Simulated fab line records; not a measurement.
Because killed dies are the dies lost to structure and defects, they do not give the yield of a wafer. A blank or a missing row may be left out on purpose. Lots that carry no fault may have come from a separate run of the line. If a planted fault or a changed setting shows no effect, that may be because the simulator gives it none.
Matching of chambers | flow nand_harc | 3 sister chambers for NHARC_P_M1_DEP_33 on pecvd-01
The step deposits SiCN, target thk 30 nm. 16 wafers are shown with their chamber, then 8 later ones without.

## WAFERS WITH THEIR CHAMBER
wafer  | chamber | showerhead_vpp_V (V) | heater_power_w (W) | susceptor_temp_C (C)
L136.1 | 1       | 1262                 | 598                | 369.92
L136.3 | 0       | 1267                 | 585                | 369.59
L136.4 | 1       | 1275                 | 623                | 370.14
L137.2 | 1       | 1279                 | 614                | 370.04
L137.3 | 2       | 1327                 | 695                | 370.15
L137.4 | 2       | 1324                 | 684                | 370.05
L138.1 | 2       | 1308                 | 657                | 370.25
L138.4 | 0       | 1270                 | 572                | 370.11
L138.6 | 1       | 1266                 | 628                | 370.06
L144.1 | 1       | 1278                 | 661                | 369.94
L144.3 | 1       | 1258                 | 665                | 370.14
L144.6 | 2       | 1333                 | 619                | 369.90
L146.2 | 2       | 1318                 | 579                | 370.19
L146.4 | 0       | 1266                 | 545                | 369.90
L146.5 | 1       | 1258                 | 656                | 369.99
L154.1 | 0       | 1253                 | 648                | 370.32

SIGNATURES (averages over the wafers above)
reading          | chamber 0 | chamber 1 | chamber 2 | scatter within a chamber
showerhead_vpp_V | 1264.00   | 1268.00   | 1322.00   | 8.95
heater_power_w   | 587.50    | 635.00    | 646.80    | 38.1
susceptor_temp_C | 369.9800  | 370.0329  | 370.1080  | 0.178
Rule: for a wafer and a chamber, the distance is found by dividing, reading by reading, the gap between the wafer's reading and the chamber's mean by the reading's scatter, squaring, summing and taking the root. The wafer belongs to the nearest chamber; if the next one is less than 2 further off, it can't be placed. The scatter: the root of (the sum of the squares of (reading less its chamber's mean) over the shown wafers, divided by (wafers less chambers)).

## WAFERS MISSING THEIR CHAMBER
wafer  | showerhead_vpp_V (V) | heater_power_w (W) | susceptor_temp_C (C)
L154.2 | 1314                 | 660                | 370.14
L154.3 | 1288                 | 685                | 369.79
L155.1 | 1257                 | 658                | 369.80
L155.2 | 1335                 | 651                | 370.30
L155.6 | 1275                 | 654                | 370.31
L156.1 | 1250                 | 675                | 369.83
L156.3 | 1293                 | 627                | 370.01
L156.5 | 1318                 | 580                | 369.79

## WHICH CHAMBER EACH ONE RAN IN
wafer  | from the rows above          | in truth
L154.2 | 2                            | 2
L154.3 | can't be placed: 1 or 0 or 2 | 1
L155.1 | can't be placed: 1 or 0      | 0
L155.2 | 2                            | 2
L155.6 | can't be placed: 1 or 0      | 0
L156.1 | can't be placed: 1 or 0      | 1
L156.3 | can't be placed: 1 or 2 or 0 | 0
L156.5 | 2                            | 2
Correct placement for 3 of the 8. These rows do not allow placing 5 (true chamber among the candidates in 5). Wrongly placed: 0.
